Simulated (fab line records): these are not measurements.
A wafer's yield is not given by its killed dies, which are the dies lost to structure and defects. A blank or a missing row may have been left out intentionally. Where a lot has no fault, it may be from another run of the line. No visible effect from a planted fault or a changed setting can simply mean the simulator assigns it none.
fab line records	flow nand_harc
record: lots: 5	wafers: 14	last_day: 24
route steps=1159 shown A_BONDPAD@1072
lots that met no fault: taken from a fault-free run of the same line
start_h: the number of hours between the record's first day and the start of the first shown wafer of the lot	wait_h: time in hours since the lot's previous step	" unchanged from the row above	L1.1+2: several wafers, shown together as one row	- no value present, or no start provided	* or withheld: withheld	< > ~ a bound
route shown NAME@n: NAME is a module with steps in the file, n the number in the route of the first one	usual: mean/standard deviation of fault-free wafers	same: alike in all rows	chamber/n: place in a boat	sites: readings site by site	_std_site: how widely they spread, as a standard deviation	_edge_site: mean of outer sites minus mean of inner sites	radius_mm: how far each site lies from the wafer's centre	mask NAME#n: copy n	behind: the last tool/chamber to shape the wafer	hold: what put the lot on hold/how long, in hours/how the hold closed	device: whichever transistor did not switch (one of n, p or np)	end of line: tests run on the same wafers once the route is complete	a step without rows: its recipe alone	killed: the dies lost at the first sort to structure and to defects; this is not the yield of the wafer	map: a wafer's dies, x killed, . not, _ none there
set.NAME: setting as actually run; set.NAME@STEP: the setting as run at that earlier step	model.NAME: the simulator's own value behind a step, which no gauge read
certain route steps with their lots: each step a table, each wafer a row
services: when a tool's chamber went out of use (start_h, in hours from the record's first day, below 0 if earlier), for how many hours, and the reason
== steps ==
step: NHARC_A_BONDPAD_CD_MEAS_09
recipe: target_cd_nm: 500	landing_energy_ev: 500
usual: cd_nm: 500.7/2.5
lot.wafer	tool	chamber	start_h	wait_h	cd_nm
L738.1	cd_sem-03	0	419.78	-	497.7
L738.4	"	0	"	"	504.0
L738.5	"	0	"	"	499.6
L741.1	cd_sem-01	0	439.44	-	499.9
L741.2	"	0	"	"	504.5
L741.5	"	0	"	"	503.4
L747.2	cd_sem-01	0	474.65	-	501.4
L747.6	"	0	"	"	503.0
L746.1	cd_sem-02	0	475.13	-	504.2
L746.5	"	0	"	"	498.3
L746.6	"	0	"	"	501.9
L755.1	cd_sem-02	0	544.89	-	502.4
L755.2	"	0	"	"	503.0
L755.5	"	0	"	"	496.3
step: NHARC_A_BONDPAD_OVL_MEAS_35
usual: overlay_x_nm: 0/5.8	overlay_y_nm: 2/6.4
lot.wafer	tool	chamber	start_h	wait_h	overlay_x_nm	overlay_y_nm
L738.1	overlay-02	-	419.86	-	19	-8
L738.4	"	-	"	"	18	-7
L738.5	"	-	"	"	18	-7
L741.1	overlay-01	-	439.53	-	5	4
L741.2	"	-	"	"	5	4
L741.5	"	-	"	"	5	4
L747.2	overlay-02	-	474.73	-	2	-2
L747.6	"	-	"	"	2	-2
L746.1	overlay-01	-	475.23	-	5	2
L746.5	"	-	"	"	5	1
L746.6	"	-	"	"	5	1
L755.1	overlay-01	-	544.98	-	-10	-5
L755.2	"	-	"	"	-11	-5
L755.5	"	-	"	"	-10	-5
step: NHARC_A_BONDPAD_HARDBAKE_10
recipe: temp_c: 118	time_s: 65
step: NHARC_A_BONDPAD_DESCUM_11
recipe: time_s: 3	o2_flow_sccm: 200	ar_flow_sccm: 0	bias_power_w: 0	chemistry: O2
step: NHARC_A_BONDPAD_ETCH_34
recipe: target_depth_a: 600	overetch_a: 180	time_s: 65.91	ion_energy_ev: 200	n2_flow_sccm: 150	h2_flow_sccm: 150	ar_flow_sccm: 0	rf_w: 400	bias_w: 150	chemistry: N2/H2
usual: drypump_motor_current_A: 5.7/0.49	oes_product_au: 1.002/0.012	rf_vpp_V: 429.9/2.7	showerhead_plenum_p_Torr: 2.02/0.092	throttle_valve_pct: 14.171/0.0087
lot.wafer	tool	chamber	start_h	wait_h	drypump_motor_current_A	oes_product_au	rf_hours_counter_h	rf_vpp_V	showerhead_plenum_p_Torr	throttle_valve_pct
L738.1	rie_diel-11	2	420.08	0.1	5.2	1.004	9	429.0	2.00	14.182
L738.4	"	3	"	"	5.1	1.015	9	427.6	1.93	14.161
L738.5	"	2	"	"	5.2	1.002	-	429.2	2.00	14.169
L741.2	rie_diel-11	2	439.74	0.1	5.2	1.001	13	429.8	2.00	14.191
L741.1	"	0	"	"	5.6	1.004	14	425.5	1.88	14.178
L741.5	"	2	"	"	5.2	1.000	-	428.2	2.00	14.161
L747.2	rie_diel-11	1	474.98	0.1	5.8	0.991	19	428.9	1.98	14.164
L747.6	"	2	"	"	5.2	1.002	-	429.7	2.00	14.165
L746.1	rie_diel-11	2	475.45	0.1	5.2	1.006	20	430.0	2.00	14.169
L746.5	"	2	"	"	5.2	1.005	-	428.3	2.00	14.162
L746.6	"	1	"	"	5.8	0.995	-	428.6	1.97	14.169
L755.2	rie_diel-09	1	545.19	0.1	6.3	1.001	4	429.8	2.07	14.167
L755.1	"	3	"	"	5.2	1.011	3	429.6	1.99	14.170
L755.5	"	2	"	"	5.5	1.006	-	435.1	2.20	14.157
step: NHARC_A_BONDPAD_ETCH_12
recipe: target_depth_a: 2200	time_s: 110	chf3_flow_sccm: 50	o2_flow_sccm: 10	ar_flow_sccm: 200	rf_w: 500	bias_w: 200	chemistry: CHF3/O2
step: NHARC_A_BONDPAD_CD_MEAS_13
usual: cd_nm: 500.6/2.6
lot.wafer	tool	chamber	start_h	wait_h	cd_nm
L738.1	cd_sem-03	-	420.31	-	498.1
L738.4	"	-	"	"	504.3
L738.5	"	-	"	"	501.5
L741.1	cd_sem-03	-	439.97	-	499.8
L741.2	"	-	"	"	504.3
L741.5	"	-	"	"	502.5
L747.2	cd_sem-01	-	475.22	-	500.5
L747.6	"	-	"	"	502.9
L746.1	cd_sem-02	-	475.71	-	502.8
L746.5	"	-	"	"	497.1
L746.6	"	-	"	"	502.3
L755.1	cd_sem-02	-	545.42	-	501.2
L755.2	"	-	"	"	503.4
L755.5	"	-	"	"	497.6
step: NHARC_A_BONDPAD_STRIP_15
recipe: o2_flow_sccm: 500	ar_flow_sccm: 0	bias_w: 0	chemistry: O2
usual: drypump_motor_current_A: 5.8/0.5	oes_product_au: 1.000/0.012	rf_vpp_V: 57.7/0.85	showerhead_plenum_p_Torr: 3.52/0.15	throttle_valve_pct: 17.036/0.0085
lot.wafer	tool	chamber	start_h	wait_h	drypump_motor_current_A	oes_product_au	rf_hours_counter_h	rf_vpp_V	showerhead_plenum_p_Torr	throttle_valve_pct
L738.1	rie_diel-09	0	420.41	0.1	6.5	1.000	6	56.8	3.51	17.043
L738.4	"	2	"	"	5.5	0.996	6	58.8	3.78	17.024
L738.5	"	3	"	"	5.2	1.017	-	56.9	3.45	17.013
L741.1	rie_diel-11	2	440.10	0.1	5.2	1.005	13	55.8	3.47	17.028
L741.2	"	3	"	"	5.1	0.996	13	57.1	3.35	17.025
L741.5	"	0	"	"	5.7	1.011	-	57.5	3.27	17.038
L747.2	rie_diel-09	3	475.29	0.1	5.3	1.019	1	57.5	3.45	17.035
L747.6	"	3	"	"	5.2	1.019	-	57.4	3.45	17.052
L746.1	rie_diel-09	0	475.84	0.1	6.5	1.001	1	58.6	3.51	17.037
L746.6	"	1	"	"	6.3	0.980	-	57.5	3.58	17.038
L746.5	"	2	"	"	5.5	1.002	-	58.7	3.78	17.038
L755.1	rie_diel-09	1	545.51	0.1	6.3	0.988	4	58.1	3.58	17.046
L755.2	"	3	"	"	5.2	1.016	3	57.2	3.45	17.024
L755.5	"	1	"	"	6.3	0.993	-	57.9	3.58	17.051
step: NHARC_A_BONDPAD_ETCH_24
recipe: target_depth_a: 300	over_etch_frac: 0.3	time_s: 72.99	ion_energy_ev: 150	cf4_flow_sccm: 50	n2_flow_sccm: 100	ar_flow_sccm: 150	rf_w: 300	bias_w: 100	chemistry: CF4/N2
usual: drypump_motor_current_A: 5.7/0.5	oes_product_au: 1.002/0.013	rf_vpp_V: 314.2/2.3	showerhead_plenum_p_Torr: 2.62/0.11	throttle_valve_pct: 19.795/0.0095
lot.wafer	tool	chamber	start_h	wait_h	drypump_motor_current_A	oes_product_au	rf_hours_counter_h	rf_vpp_V	showerhead_plenum_p_Torr	throttle_valve_pct
L738.4	rie_diel-09	1	-	-	6.3	0.998	6	314.4	2.67	19.784
L738.1	"	3	"	"	5.3	1.022	6	313.5	2.57	19.790
L738.5	"	0	"	"	6.5	1.004	-	315.0	2.61	19.789
L741.1	rie_diel-11	0	-	-	5.6	0.994	14	312.3	2.43	19.795
L741.2	"	2	"	"	5.2	1.010	13	312.8	2.58	19.786
L741.5	"	0	"	"	5.6	1.009	-	310.2	2.43	19.798
L747.2	rie_diel-09	0	-	-	6.5	0.991	1	314.4	2.61	19.787
L747.6	"	1	"	"	6.3	0.983	-	313.3	2.67	19.792
L746.1	rie_diel-09	2	-	-	5.5	1.006	1	316.9	2.82	19.804
L746.6	"	0	"	"	6.5	0.992	-	314.6	2.61	19.802
L746.5	"	1	"	"	6.3	0.977	-	313.3	2.67	19.786
L755.1	rie_diel-09	0	-	-	6.5	1.008	3	314.1	2.61	19.773
L755.2	"	1	"	"	6.3	0.996	4	314.1	2.67	19.799
L755.5	"	3	"	"	5.3	1.025	-	312.3	2.57	19.809
step: NHARC_A_BONDPAD_STRIP_16
recipe: time_s: 600	temp_c: 30	chemistry: post_etch_residue_remover
step: NHARC_A_BONDPAD_DEGAS_25
recipe: temp_c: 300	time_s: 60
step: NHARC_A_BONDPAD_PRE_CLEAN_26
recipe: time_s: 30	temp_c: 280	gas: H2/He
usual: heater_power_w: 395/31
lot.wafer	tool	chamber	start_h	wait_h	heater_power_w
L738.1	pvd_sputter-01	-	-	-	424
L738.4	"	-	"	"	339
L738.5	"	-	"	"	344
L741.2	pvd_sputter-01	-	-	-	401
L741.1	"	-	"	"	445
L741.5	"	-	"	"	427
L747.2	pvd_sputter-01	-	-	-	346
L747.6	"	-	"	"	334
L746.1	pvd_sputter-02	-	-	-	384
L746.5	"	-	"	"	412
L746.6	"	-	"	"	377
L755.2	pvd_sputter-02	-	-	-	383
L755.1	"	-	"	"	374
L755.5	"	-	"	"	387
step: NHARC_A_BONDPAD_PVD_17
recipe: target_thk_a: 50	bias_v: 168.6	power_w: 15000	chamber_pressure_pa: 0.12	time_s: 8.06	substrate_temp_c: 50	material: TaN
usual: throttle_valve_pct: 29.6/0.98	time_s: 8.06/0
lot.wafer	tool	chamber	start_h	wait_h	throttle_valve_pct	time_s
L738.4	pvd_sputter-01	-	421.07	-	30.3	8.06
L738.1	"	-	"	"	30.9	8.06
L738.5	"	-	"	"	29.3	8.06
L741.2	pvd_sputter-01	-	440.75	-	30.8	8.06
L741.1	"	-	"	"	30.2	8.06
L741.5	"	-	"	"	28.3	8.06
L747.2	pvd_sputter-01	-	475.98	-	30.1	8.4916
L747.6	"	-	"	"	30.1	8.06
L746.1	pvd_sputter-02	-	476.50	-	30.8	8.06
L746.6	"	-	"	"	28.2	8.06
L746.5	"	-	"	"	30.1	8.06
L755.2	pvd_sputter-02	-	546.18	-	30.0	8.06
L755.1	"	-	"	"	28.6	8.06
L755.5	"	-	"	"	30.9	8.06
step: NHARC_A_BONDPAD_PVD_27
recipe: target_thk_a: 300	chamber_pressure_pa: 5	power_w: 5000	substrate_temp_c: 30	time_s: 20.49	material: Cu
usual: throttle_valve_pct: 29.6/1	time_s: 20.49/0
lot.wafer	tool	chamber	start_h	wait_h	throttle_valve_pct	time_s
L738.1	pvd_sputter-01	-	-	-	28.9	20.49
L738.4	"	-	"	"	29.3	20.49
L738.5	"	-	"	"	30.9	20.49
L741.2	pvd_sputter-01	-	-	-	30.9	20.49
L741.1	"	-	"	"	29.0	20.49
L741.5	"	-	"	"	28.6	20.49
L747.2	pvd_sputter-01	-	-	-	28.9	20.49
L747.6	"	-	"	"	29.3	20.49
L746.1	pvd_sputter-02	-	-	-	28.6	20.49
L746.5	"	-	"	"	28.7	20.49
L746.6	"	-	"	"	31.1	20.49
L755.1	pvd_sputter-02	-	-	-	30.9	20.49
L755.2	"	-	"	"	30.0	20.49
L755.5	"	-	"	"	31.1	20.49
== services ==
tool	chamber	start_h	hours	kind
rie_diel-09	0	410.14	-	clean
rie_diel-09	1	410.14	-	clean
rie_diel-09	2	410.14	-	clean
rie_diel-09	3	410.14	-	clean
rie_diel-09	-	431.17	9.0	pm
rie_diel-09	0	431.17	9.0	vent_cycle
rie_diel-09	1	431.17	9.0	vent_cycle
rie_diel-09	2	431.17	9.0	vent_cycle
rie_diel-09	3	431.17	9.0	vent_cycle
rie_diel-09	0	440.17	-	clean
rie_diel-09	1	440.17	-	clean
rie_diel-09	2	440.17	-	clean
rie_diel-09	3	440.17	-	clean
rie_diel-09	0	464.67	-	clean
rie_diel-09	1	464.67	-	clean
rie_diel-09	2	464.67	-	clean
rie_diel-09	3	464.67	-	clean
rie_diel-11	0	469.31	12.6	repair
pvd_sputter-02	-	483.82	3.7	repair
rie_diel-09	0	489.17	-	clean
rie_diel-09	1	489.17	-	clean
pvd_sputter-02	-	510.73	4.9	repair
pvd_sputter-01	-	514.06	10.0	pm
rie_diel-11	-	543.50	9.0	pm
== key ==
first_sign: step: NHARC_A_BONDPAD_PVD_17	reading: time_s	direction: up	sigmas: 99+	usual: *	struck: *
effect none on later readings
met_at NHARC_A_BONDPAD_PVD_17
struck_wafers L747.2
sort_left_out L747.2
onset_between 440.75 475.98
fault: kind: process_parameter_drift	tool: pvd_sputter-01	chamber: -	onset_h: 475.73	steps: NHARC_A_BONDPAD_PVD_17	channel: time_s	offset: *	shape: step	end_h: 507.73	scope: struck_wafers_only	acts_in: *	stated: *
sort_left_out: the simulated sort isn't trusted on such a fault, so these wafers' sort isn't shown, and their yield isn't known
